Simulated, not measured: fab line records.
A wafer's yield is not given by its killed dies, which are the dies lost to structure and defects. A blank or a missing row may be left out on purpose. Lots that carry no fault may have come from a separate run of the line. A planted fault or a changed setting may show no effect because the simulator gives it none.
fab line records	flow n5_finfet
[record] lots = 6	wafers = 18	last_day = 17
route steps=1938 shown DUMMY_GATE@223 BEOL_M4@1111
lots untouched by any fault: they come from a run of this same line in which no faults occurred
start_h: the number of hours between the record's first day and the start of the first shown wafer of the lot	wait_h: hours from the lot's prior step to this one	" the same as in the row above	L1.1+2: a row that stands for several wafers	- no value present, or no start provided	* or withheld: withheld	< > ~ a bound
route shown NAME@n: NAME is a module with steps in the file, n the number in the route of the first one	usual: the fault-free wafers' mean and standard deviation	same: alike in all rows	chamber/n: place in a boat	sites: the reading at each site	_std_site: their standard deviation	_edge_site: outer sites' mean less inner sites'	radius_mm: for every site, how far away it sits from the centre of the wafer	mask NAME#n: copy n	behind: the tool/chamber that last shaped the wafer	hold: reason for holding the lot/hours on hold/outcome of the hold	device: names the non-switching transistor (n, p or np)	end of line: tests of these same wafers at the route's end	for a step that has no rows: nothing shown but its recipe	killed: at the first sort, the dies lost to defects and structure; wafer yield is something else	map: a wafer's dies, marking killed ones x, the rest . and places with no die _
set.NAME: the setting that was run; set.NAME@STEP: the one run at that earlier step	model.NAME: the simulator's own value behind a step, which no gauge read
a table for each step, a row for each wafer; lots at some steps of the route
services: from which hour (start_h, from the record's first day; less than 0 if before it) a tool's chamber was out of use, for how many hours, and why
[[steps]]
[step N5_DUMMY_GATE_COAT_35]
[recipe] resist = SiARC	temp_c = 220	time_s = 60	spin_rpm = 1500	resist_thk_nm = 10
[step N5_DUMMY_GATE_COAT_28]
[recipe] resist = underlayer	temp_c = 205	time_s = 60	spin_rpm = 1500	resist_thk_nm = 10
[step N5_DUMMY_GATE_COAT_09]
[recipe] resist = CAR-EUV	spin_rpm = 1500	resist_thk_nm = 30
[step N5_DUMMY_GATE_EBR_11]
[recipe] solvent = PGMEA	ebr_width_mm = 1.5
[step N5_DUMMY_GATE_SOFTBAKE_10]
[recipe] temp_c = 110	time_s = 60	resist = CAR-EUV
[step N5_DUMMY_GATE_EXPOSE_12]
[recipe] mask_id = GATE	na = 0.33	source_shape = annular	sigma_inner = 0.2	sigma_outer = 0.6	polarization = unpolarized	target_cd_nm = 25	dose_mj = 34
[step N5_DUMMY_GATE_PEB_13]
[recipe] peb_temp_c = 100	peb_time_s = 60	resist = CAR-EUV
[step N5_DUMMY_GATE_DEVELOP_14]
[recipe] develop_time_s = 30	developer = TMAH	resist = CAR-EUV	rinse_liquid = surfactant_rinse	dry = air_spin	dev_temp_c = 23
[step N5_DUMMY_GATE_CD_MEAS_15]
[recipe] target_cd_nm = 25.8	landing_energy_ev = 500	detector = se_inlens
[usual] cd_nm = 25.06/0.25
lot.wafer	tool	chamber	start_h	wait_h	cd_nm
L654.1	cd_sem-02	0	51.48	-	24.79
L654.5	"	0	"	"	25.33
L654.6	"	0	"	"	24.27
L657.1	cd_sem-03	0	64.73	-	24.70
L657.5	"	0	"	"	25.18
L657.6	"	0	"	"	24.77
L667.4	cd_sem-03	0	126.21	-	25.38
L667.5	"	0	"	"	25.11
L667.6	"	0	"	"	25.14
L668.1	cd_sem-02	0	134.12	-	24.70
L668.3	"	0	"	"	24.74
L668.4	"	0	"	"	25.39
L673.2	cd_sem-01	0	162.34	-	24.99
L673.3	"	0	"	"	24.99
L673.4	"	0	"	"	25.06
L675.1	cd_sem-02	0	171.97	-	25.04
L675.3	"	0	"	"	25.45
L675.6	"	0	"	"	25.19
[step N5_DUMMY_GATE_OVL_MEAS_16]
[recipe] points_per_wafer = 522
[usual] GATE_OVL = -0.2/0.8
[same] points_per_wafer = 522
lot.wafer	tool	chamber	start_h	wait_h	GATE_OVL[nm]
L654.1	overlay-02	0	51.52	0.0	1.8
L654.5	"	0	"	"	2.3
L654.6	"	0	"	"	1.1
L657.1	overlay-01	0	64.77	0.0	-0.3
L657.5	"	0	"	"	-0.3
L657.6	"	0	"	"	-0.9
L667.4	overlay-02	0	126.26	0.0	-1.5
L667.5	"	0	"	"	-0.2
L667.6	"	0	"	"	-0.7
L668.1	overlay-02	0	134.16	0.0	-1.4
L668.3	"	0	"	"	0.0
L668.4	"	0	"	"	-0.3
L673.2	overlay-02	0	162.39	0.0	-0.1
L673.3	"	0	"	"	-0.3
L673.4	"	0	"	"	-1.3
L675.1	overlay-02	0	172.01	0.0	0.6
L675.3	"	0	"	"	0.3
L675.6	"	0	"	"	-0.1
[step N5_DUMMY_GATE_INSPECT_17]
[recipe] mode = adi	inspect_instrument = brightfield
[usual] raw_defect_count = 212/56
lot.wafer	tool	chamber	start_h	wait_h	raw_defect_count
L654.1	defect_inspect-01	-	51.57	0.1	174
L654.5	"	-	"	"	162
L654.6	"	-	"	"	141
L657.1	defect_inspect-02	-	64.83	0.1	192
L657.5	"	-	"	"	182
L657.6	"	-	"	"	302
L667.4	defect_inspect-01	-	126.30	0.0	169
L667.5	"	-	"	"	189
L667.6	"	-	"	"	191
L668.1	defect_inspect-01	-	134.22	0.1	264
L668.3	"	-	"	"	269
L668.4	"	-	"	"	240
L673.2	defect_inspect-01	-	162.44	0.0	162
L673.3	"	-	"	"	206
L673.4	"	-	"	"	230
L675.1	defect_inspect-02	-	172.06	0.1	183
L675.3	"	-	"	"	337
L675.6	"	-	"	"	196
[step N5_DUMMY_GATE_DESCUM_20]
[recipe] chemistry = O2	time_s = 6.2	source_power_w = 50	bias_power_w = 20	pressure_mtorr = 20	rf_frequency_hz = 2.712e+07	temp_c = 40	resist = CAR-EUV	o2_flow_sccm = 225
[usual] drypump_motor_current_A = 5.6/0.52	oes_product_au = 0.81/0.088	rf_vpp_V = 243.7/1.3	showerhead_plenum_p_Torr = 2.13/0.065	throttle_valve_pct = 20.37/0.22
lot.wafer	tool	chamber	start_h	wait_h	drypump_motor_current_A	oes_product_au	rf_hours_counter_h	rf_vpp_V	showerhead_plenum_p_Torr	throttle_valve_pct
L654.1	rie_diel-03	3	51.61	0.0	5.7	0.69	243	242.8	2.15	20.66
L654.5	"	1	"	"	6.6	0.76	-	244.3	2.17	20.38
L654.6	"	3	"	"	5.7	0.69	-	245.0	2.15	20.68
L657.1	rie_diel-02	2	64.86	0.0	5.0	0.85	49	241.6	2.04	20.39
L657.5	"	3	"	"	4.9	0.71	-	245.3	2.16	20.50
L657.6	"	2	"	"	5.1	0.85	-	242.2	2.04	20.39
L667.4	rie_diel-02	3	126.33	0.0	4.9	0.70	217	244.9	2.15	20.54
L667.5	"	1	"	"	5.8	0.70	-	243.0	2.06	20.81
L667.6	"	0	"	"	6.1	0.77	-	245.4	2.18	19.99
L668.1	rie_diel-02	1	134.95	0.7	5.8	0.70	226	243.1	2.06	20.83
L668.3	"	3	"	"	4.9	0.70	221	244.0	2.15	20.56
L668.4	"	2	"	"	5.0	0.83	72	241.5	2.03	20.43
L673.2	rie_diel-03	2	162.62	0.2	6.4	0.89	35	245.2	2.22	20.20
L673.3	"	0	"	"	5.7	0.95	14	242.5	2.06	19.93
L673.4	"	3	"	"	5.7	0.92	21	242.8	2.14	20.29
L675.1	rie_diel-01	1	172.10	0.0	5.7	0.78	134	243.9	2.10	20.37
L675.3	"	2	"	"	4.9	0.84	78	244.1	2.03	20.15
L675.6	"	2	"	"	4.9	0.84	-	242.1	2.03	20.13
[step N5_DUMMY_GATE_ETCH_29]
[recipe] chemistry = N2/H2	target = underlayer	target_depth_a = 130	ion_energy_ev = 200	pressure_mtorr = 30	source_w = 840	bias_w = 150	n2_flow_sccm = 200	h2_flow_sccm = 200
[usual] drypump_motor_current_A = 5.6/0.51	oes_product_au = 0.81/0.088	rf_fwd_power_W = 832/3.4	rf_vpp_V = 525.0/2.3	showerhead_plenum_p_Torr = 2.58/0.081	throttle_valve_pct = 17.79/0.21
lot.wafer	tool	chamber	start_h	wait_h	drypump_motor_current_A	oes_product_au	rf_fwd_power_W	rf_hours_counter_h	rf_vpp_V	showerhead_plenum_p_Torr	throttle_valve_pct	model.etch.depth_nm	model.CAR-EUV_of_DUMMY_GATE_COAT_09.thk_nm
L654.1	rie_diel-03	3	51.67	0.0	5.8	0.71	836	243	525.2	2.61	18.11	13.17	18.8
L654.5	"	1	"	"	6.6	0.77	836	-	526.2	2.64	17.85	12.79	19.2
L654.6	"	3	"	"	5.8	0.71	831	-	524.6	2.61	18.12	13.2	18.8
L657.1	rie_diel-02	2	64.93	0.0	5.1	0.87	832	49	521.6	2.48	17.81	13.25	18.8
L657.5	"	3	"	"	4.9	0.71	831	-	527.7	2.62	17.91	12.77	19.2
L657.6	"	2	"	"	5.1	0.86	834	-	523.3	2.48	17.81	13.24	18.8
L667.4	rie_diel-02	3	126.39	0.0	4.9	0.69	835	217	526.5	2.62	17.94	12.68	19
L667.5	"	1	"	"	5.8	0.78	1037	-	487.7	2.51	18.25	15.34	17.4
L667.6	"	0	"	"	6.1	0.78	829	-	526.6	2.67	17.64	12.96	19
L668.1	rie_diel-02	1	135.01	0.0	5.8	0.79	1035	226	486.5	2.51	18.27	15.52	17.2
L668.3	"	3	"	"	4.9	0.70	828	221	525.6	2.61	17.95	12.92	19
L668.4	"	2	"	"	5.1	0.83	835	72	521.3	2.47	17.84	13.19	18.8
L673.2	rie_diel-03	2	162.68	0.0	6.4	0.88	831	35	529.9	2.72	17.74	13.02	19
L673.3	"	0	"	"	5.7	0.94	833	14	523.0	2.50	17.33	12.79	19.2
L673.4	"	3	"	"	5.7	0.93	835	21	526.5	2.59	17.72	13.34	18.8
L675.1	rie_diel-01	1	172.16	0.0	5.6	0.79	831	134	523.5	2.56	17.81	13.19	18.8
L675.3	"	2	"	"	4.9	0.84	837	78	522.1	2.47	17.50	13.34	18.8
L675.6	"	2	"	"	4.9	0.84	836	-	522.5	2.47	17.50	13.34	18.8
[step N5_DUMMY_GATE_ETCH_36]
[recipe] chemistry = CF4	target = SiARC	target_depth_a = 130	pressure_mtorr = 40	source_w = 545	bias_w = 36	Ar_flow_sccm = 100	cf4_flow_sccm = 100	ion_energy_ev = 80
[usual] drypump_motor_current_A = 5.6/0.52	oes_product_au = 0.81/0.088	rf_fwd_power_W = 539.6/2.3	rf_vpp_V = 184.5/1.1	showerhead_plenum_p_Torr = 2.17/0.064	throttle_valve_pct = 15.55/0.24
lot.wafer	tool	chamber	start_h	wait_h	drypump_motor_current_A	oes_product_au	rf_fwd_power_W	rf_hours_counter_h	rf_vpp_V	showerhead_plenum_p_Torr	throttle_valve_pct	model.CAR-EUV_of_DUMMY_GATE_COAT_09.thk_nm
L654.1	rie_diel-03	3	51.71	0.0	5.7	0.71	540.6	243	185.4	2.19	15.84	11.2
L654.5	"	1	"	"	6.6	0.76	537.4	-	184.2	2.22	15.62	11.6
L654.6	"	3	"	"	5.7	0.71	544.7	-	185.2	2.19	15.86	11.2
L657.1	rie_diel-02	2	64.97	0.0	5.0	0.86	540.8	49	183.6	2.09	15.53	11
L657.5	"	3	"	"	4.9	0.71	536.7	-	185.4	2.21	15.80	11.6
L657.6	"	2	"	"	5.1	0.87	539.8	-	182.6	2.09	15.53	11.2
L667.4	rie_diel-02	3	126.43	0.0	4.9	0.70	538.7	217	184.7	2.20	15.82	11.6
L667.5	"	1	"	"	5.8	0.70	541.9	-	182.1	2.12	16.05	10
L667.6	"	0	"	"	6.1	0.78	538.7	-	186.3	2.23	15.24	11.4
L668.1	rie_diel-02	1	135.05	0.0	5.8	0.70	540.9	226	182.8	2.11	16.04	9.6
L668.3	"	3	"	"	4.9	0.70	537.3	221	186.0	2.20	15.84	11.6
L668.4	"	2	"	"	5.0	0.83	544.3	72	184.1	2.09	15.58	11.2
L673.2	rie_diel-03	2	162.72	0.0	6.4	0.89	538.4	35	185.1	2.27	15.40	11.2
L673.3	"	0	"	"	5.6	0.94	541.0	14	184.0	2.10	15.02	11.6
L673.4	"	3	"	"	5.7	0.94	538.8	21	184.0	2.18	15.40	10.8
L675.1	rie_diel-01	1	172.20	0.0	5.7	0.79	541.7	134	184.3	2.15	15.55	11
L675.3	"	2	"	"	4.8	0.85	542.3	78	183.1	2.08	15.32	10.8
L675.6	"	2	"	"	4.8	0.85	540.0	-	184.0	2.08	15.31	11
[step N5_DUMMY_GATE_ETCH_37]
[recipe] chemistry = N2/H2	target = SOC	target_depth_a = 600	overetch_a = 300	temp_c = 40	ion_energy_ev = 200	pressure_mtorr = 30	source_w = 840	bias_w = 150	n2_flow_sccm = 200	h2_flow_sccm = 200
[usual] drypump_motor_current_A = 5.6/0.52	oes_product_au = 0.64/0.067	rf_fwd_power_W = 832/3.6	rf_vpp_V = 525.0/2.3	showerhead_plenum_p_Torr = 2.58/0.081	throttle_valve_pct = 17.72/0.21
lot.wafer	tool	chamber	start_h	wait_h	drypump_motor_current_A	oes_product_au	rf_fwd_power_W	rf_hours_counter_h	rf_vpp_V	showerhead_plenum_p_Torr	throttle_valve_pct
L654.1	rie_diel-03	3	51.75	0.0	5.8	0.55	835	243	526.0	2.61	18.05
L654.5	"	1	"	"	6.6	0.61	829	-	526.6	2.64	17.78
L654.6	"	3	"	"	5.7	0.55	837	-	525.4	2.61	18.06
L657.1	rie_diel-02	2	65.01	0.0	5.1	0.68	830	49	522.4	2.48	17.73
L657.5	"	3	"	"	4.9	0.57	828	-	527.2	2.62	17.85
L657.6	"	2	"	"	5.1	0.67	831	-	520.3	2.48	17.73
L667.4	rie_diel-02	3	126.47	0.0	4.9	0.56	825	217	526.8	2.62	17.87
L667.5	"	1	"	"	5.8	0.55	836	-	522.8	2.51	18.19
L667.6	"	0	"	"	6.2	0.63	828	-	527.2	2.67	17.55
L668.1	rie_diel-02	1	135.09	0.0	5.8	0.55	834	226	523.3	2.51	18.20
L668.3	"	3	"	"	4.9	0.55	829	221	524.5	2.61	17.89
L668.4	"	2	"	"	5.1	0.65	835	72	520.7	2.47	17.78
L673.2	rie_diel-03	2	162.76	0.0	6.4	0.70	828	35	527.4	2.72	17.68
L673.3	"	0	"	"	5.7	0.75	839	15	524.0	2.50	17.25
L673.4	"	3	"	"	5.8	0.73	835	21	524.8	2.59	17.65
L675.1	rie_diel-01	1	172.24	0.0	5.7	0.62	830	134	526.0	2.56	17.74
L675.3	"	2	"	"	4.9	0.66	834	78	521.5	2.47	17.43
L675.6	"	2	"	"	4.9	0.66	835	-	523.3	2.47	17.43
[step N5_BEOL_M4_RC_MEAS_101]
[usual] DIBL_N = 36.3/1.4	DIBL_P = 36.2/1.5	IOFF_N = 0.160/0.021	IOFF_P = 0.211/0.027	ION_N = 676/7.7	ION_P = 463/5.5	SS_N = 71.4/0.57	SS_P = 73.3/0.58	VT_N = 249.3/2.5	VT_P = -250.1/2.6
lot.wafer	tool	chamber	start_h	wait_h	DIBL_N[mV/V]	DIBL_P[mV/V]	IOFF_N[nA/um]	IOFF_P[nA/um]	ION_N[uA/um]	ION_P[uA/um]	SS_N[mV/dec]	SS_P[mV/dec]	VT_N[mV]	VT_P[mV]
L654.1	prober-01	0	162.84	0.0	37.1	37.7	0.187	0.224	686	463	72.2	74.4	246.9	-249.4
L654.5	"	0	"	"	35.0	35.0	0.148	0.181	678	459	71.2	72.5	250.4	-254.1
L654.6	"	0	"	"	35.6	35.7	0.160	0.191	677	462	71.8	72.8	250.4	-252.0
L657.1	prober-02	0	183.55	0.0	39.3	40.3	0.204	0.276	684	468	72.2	74.4	247.3	-245.4
L657.5	"	0	"	"	37.5	37.0	0.157	0.220	679	463	71.8	74.5	250.5	-245.8
L657.6	"	0	"	"	37.5	37.4	0.174	0.225	678	458	71.0	74.0	248.4	-248.4
L668.1	prober-01	0	249.80	0.0	35.6	35.2	0.169	0.228	674	467	71.2	73.2	247.1	-246.6
L668.3	"	0	"	"	36.9	36.7	0.200	0.249	691	475	71.4	74.5	244.5	-247.0
L668.4	"	0	"	"	37.2	36.1	0.185	0.243	686	470	72.3	74.2	243.0	-244.7
L667.4	prober-01	0	261.02	0.5	35.5	35.5	0.155	0.215	680	468	71.2	73.2	253.7	-250.6
L667.5	"	0	"	"	34.4	35.2	0.146	0.202	677	468	70.8	72.9	249.7	-249.4
L667.6	"	0	"	"	35.5	35.8	0.159	0.211	679	468	71.2	73.4	251.2	-249.6
L673.2	prober-02	0	276.27	0.2	34.5	33.4	0.134	0.177	673	460	70.6	72.8	250.8	-250.7
L673.3	"	0	"	"	36.4	35.8	0.172	0.203	685	461	71.2	73.6	247.1	-255.4
L673.4	"	0	"	"	35.2	34.1	0.147	0.186	675	460	71.2	72.7	248.0	-252.7
L675.1	prober-01	0	300.62	0.0	35.0	36.0	0.140	0.211	667	465	71.1	72.8	250.3	-250.5
L675.3	"	0	"	"	36.2	38.5	0.167	0.231	676	462	71.1	73.8	247.4	-247.8
L675.6	"	0	"	"	33.9	35.6	0.123	0.192	664	462	71.1	73.3	253.1	-251.2
[[services]]
tool	chamber	start_h	hours	kind
rie_diel-03	2	33.06	-	clean
rie_diel-03	2	33.06	-	consumable_replace:focus_ring
rie_diel-03	2	33.06	-	consumable_replace:showerhead
rie_diel-03	2	33.06	19.7	scheduled_down
rie_diel-03	2	33.06	19.7	vent_cycle
rie_diel-03	2	73.19	12.5	repair
rie_diel-03	3	85.72	-	clean
rie_diel-03	3	85.72	-	consumable_replace:focus_ring
rie_diel-03	3	85.72	16.5	scheduled_down
rie_diel-03	3	85.72	16.5	vent_cycle
rie_diel-02	3	88.48	5.4	repair
rie_diel-03	0	102.26	-	clean
rie_diel-03	0	102.26	-	consumable_replace:focus_ring
rie_diel-03	0	102.26	15.1	scheduled_down
rie_diel-03	0	102.26	15.1	vent_cycle
rie_diel-01	3	135.89	14.2	repair
rie_diel-02	0	141.71	3.3	repair
rie_diel-03	3	151.46	4.3	repair
rie_diel-03	2	170.31	8.0	repair
[[key]]
[first_sign] step = N5_DUMMY_GATE_ETCH_29	reading = rf_fwd_power_W	direction = up	sigmas = 61	usual = *	struck = *
[effect] step = N5_DUMMY_GATE_ETCH_29	reading = rf_vpp_V	direction = down	sigmas = 16	usual = 525.0	struck = 487.1
[model_effect] step = N5_DUMMY_GATE_ETCH_29	value = etch.depth_nm	without = 12.93	struck = 15.43
[model_effect] step = N5_DUMMY_GATE_ETCH_36	value = CAR-EUV_of_DUMMY_GATE_COAT_09.thk_nm	without = 11.4	struck = 9.8
met_at N5_DUMMY_GATE_ETCH_29
struck_wafers L667.5,L668.1
[fault] kind = process_parameter_drift	tool = rie_diel-02	chamber = 1	onset_h = 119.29	steps = N5_DUMMY_GATE_ETCH_29	channel = source_w	offset = 201.6	shape = step	end_h = 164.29	acts_in = these_recipes_only	stated = 840
